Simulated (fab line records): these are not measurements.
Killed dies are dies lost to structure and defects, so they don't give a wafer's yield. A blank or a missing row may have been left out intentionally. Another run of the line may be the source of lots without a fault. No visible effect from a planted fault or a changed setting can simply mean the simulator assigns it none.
Struck lot and sound lot, side by side + flow n5 finfet + 28 steps out of a route of 1938
Sound: these wafers, L260.1, L260.2, L260.6. Wafers struck: L253.2, L253.4. The cause comes at the end.
Each step with rows lists, per side, the tool, then ch with its chambers, then its first start. Under that, the readings that differ: sound wafers + struck wafers + difference of the means + sigmas: that difference in standard deviations of wafers without a fault.
alike: same words and numbers on both sides, and readings whose means sit less than 2 such deviations apart. not compared: any withheld reading, any reading some wafer has no value for, any bound like >300 that may hide the same value, and any number with overlapping values for which the record gives no deviation.
The two part at a step that has a row with sigmas, a row that says differs or no value, or rows on one side only. Numbers that have no deviation but don't overlap get no sigmas and don't part them. A reading missing from all wafers of one side parts the sides only when that side holds two or more wafers.

N5_STI_FIN_REVEAL_ALD_14: deposits Si3N4, target thk 3 nm.
  sound on ald sin-04 ch 0,2,3, day 6 09:29; struck on ald sin-04 ch 0,1, day 4 15:54
  alike: heater power w
then, 3 steps without rows for these wafers: N5_STI_FIN_REVEAL_FCVD_FILL_01 (material SiO2 flowable, target thk 312 nm, time 512.2 s); N5_STI_FIN_REVEAL_DENSIFY_02 (time 1800 s); N5_STI_FIN_REVEAL_CMP_04 (polishes, stops on Si3N4, t overpolish 4 s, target thk 131.83 nm).
N5_STI_FIN_REVEAL_THK_MEAS_05:
  sound: film metro-01 at day 6 14:50; struck: film metro-01 at day 4 21:14
  alike: thk nm
N5_STI_FIN_REVEAL_DENSIFY_30:
  sound on rtp anneal-02 ch 0, day 6 15:02; struck on rtp anneal-02 ch 0, day 4 21:17
  alike: lamp power pct
  not compared: wafer_temp_C_max
N5_STI_FIN_REVEAL_ETCHBACK_08: etches SiO2 in C4F6/O2, target depth 30.5 nm, time 10.167 s.
  sound on rie diel-01 ch 0,3, day 6 15:14; struck on rie diel-02 ch 1,2, day 4 21:28
| reading             | sound              | struck       | difference | sigmas |
|---------------------|--------------------|--------------|------------|--------|
| O2_flow_sccm (sccm) | 9.943 9.963 10.000 | 10.089 9.968 | +0.060     | +2     |
  alike: drypump motor current A, oes product au, rf vpp V, showerhead plenum p Torr, throttle valve pct
  not compared: rf hours counter h
N5_STI_FIN_REVEAL_STRIP_24: strips in N2/H2, time 90 s.
  sound on rie diel-01 ch 0,3, day 6 15:17; struck on rie diel-02 ch 1,2, day 4 21:30
  alike: bias power w, drypump motor current A, oes product au, rf vpp V, showerhead plenum p Torr, throttle valve pct
  not compared: rf hours counter h
then, 4 steps without rows for these wafers: N5_STI_FIN_REVEAL_PRECLEAN_25 (cleans in SPM, time 90 s); N5_STI_FIN_REVEAL_PRECLEAN_26 (cleans in SC1, time 45 s); N5_STI_FIN_REVEAL_PRECLEAN_29 (cleans in DHF, time 30 s); N5_STI_FIN_REVEAL_SRD_12 (time 30 s).
N5_STI_FIN_REVEAL_RECESS_09: chemistry HF/NH3, target SiO2, afs cycles 11, target depth 42.5 nm, sublimation time 60 s.
  sound on vapor etch-02 ch 0,1, day 6 15:29; struck on vapor etch-01 ch 0,1, day 4 21:43
  alike: drypump motor current A
then, 3 steps without rows for these wafers: N5_STI_FIN_REVEAL_STRIP_16 (strips SiNx in H3PO4, target depth 23.8 nm); N5_STI_FIN_REVEAL_PRECLEAN_17 (cleans in NF3:NH3, afs cycles 1, time 20 s, sublimation time 60 s); N5_STI_FIN_REVEAL_ETCH_34 (etches Si in H2, material Si, target depth 0.97 nm).
N5_STI_FIN_REVEAL_OXIDATION_31: chemistry O2 PLASMA REMOTE, time 20 s.
  sound on plasma asher-01 ch 0,1, day 6 17:39; struck on plasma asher-01 ch 0,1, day 4 23:53
  alike: drypump motor current A, heater power w
  not compared: rf hours counter h
then, 6 steps without rows for these wafers: N5_STI_FIN_REVEAL_PRECLEAN_32 (cleans in NF3:NH3, afs cycles 1, time 20 s, sublimation time 60 s); N5_STI_FIN_REVEAL_STRIP_35 (strips Si3N4 in H3PO4, target depth 4 nm, time 39 s); N5_STI_FIN_REVEAL_SRD_21 (time 30 s); N5_STI_FIN_REVEAL_OXIDATION_33 (chemistry O2 PLASMA REMOTE, time 20 s); N5_STI_FIN_REVEAL_CLEAN_19 (cleans in O3/DIW, time 120 s); N5_STI_FIN_REVEAL_SRD_23 (time 30 s).
N5_STI_FIN_REVEAL_CD_MEAS_22: target cd 6.238 nm, pitch 28 nm.
  sound: cd sem-01 at day 6 18:10; struck: cd sem-03 at day 5 00:26
  alike: cd nm
N5_STI_FIN_REVEAL_FIN_H_MEAS_10:
  sound: ocd-01 at day 6 18:11; struck: ocd-02 at day 5 00:28
| reading              | sound          | struck    | difference | sigmas |
|----------------------|----------------|-----------|------------|--------|
| trench depth nm (nm) | 51.3 51.6 51.5 | 54.8 55.5 | +3.7       | +6     |
then, 1 step without rows for these wafers: N5_STI_FIN_REVEAL_PRECLEAN_18 (cleans in SC2, time 45 s).
-- record jumps: 6 days separate the struck wafers' starts on either side; left off in module STI_FIN_REVEAL, taken up again in module BEOL_M4, whose first shown step is the route's number 1111 --
N5_BEOL_M4_RC_MEAS_101:
  sound on prober-01 ch 0, day 14 08:09; struck on prober-01 ch 0, day 10 19:07
| reading   | sound          | struck    | difference | sigmas |
|-----------|----------------|-----------|------------|--------|
| VT_P (mV) | -249 -244 -245 | -253 -255 | -8         | -2     |
  alike: DIBL_N, DIBL_P, IOFF_N, IOFF_P, ION_N, ION_P, SS_N, SS_P, VT_N
-- here the record skips 4 days between the struck wafers' starts before and after, leaving off in module BEOL_M4 and picking up in module PASSIVATION (first step shown: number 1936 of the route) --
N5_PASSIVATION_PROBE_49:
  sound: prober-02 at day 18 17:23; struck: prober-02 at day 15 01:47
  alike: defect limited yield, killed_at_M0_to_M3, killed_at_M4_up, killed at contacts, killed at front end, killed at other, killed dies, killed open, killed short, sort_bin_5_function, sort_bin_6_memory, sort_bin_8_speed, sort n pass, sort yield pct

== WHERE THEY PART ==
At N5_STI_FIN_REVEAL_ETCHBACK_08 first; at N5_BEOL_M4_RC_MEAS_101 last (within this record only). Later steps at which nothing parts them and some readings are alike: N5_PASSIVATION_PROBE_49.

WHY: the cause the simulator had injected
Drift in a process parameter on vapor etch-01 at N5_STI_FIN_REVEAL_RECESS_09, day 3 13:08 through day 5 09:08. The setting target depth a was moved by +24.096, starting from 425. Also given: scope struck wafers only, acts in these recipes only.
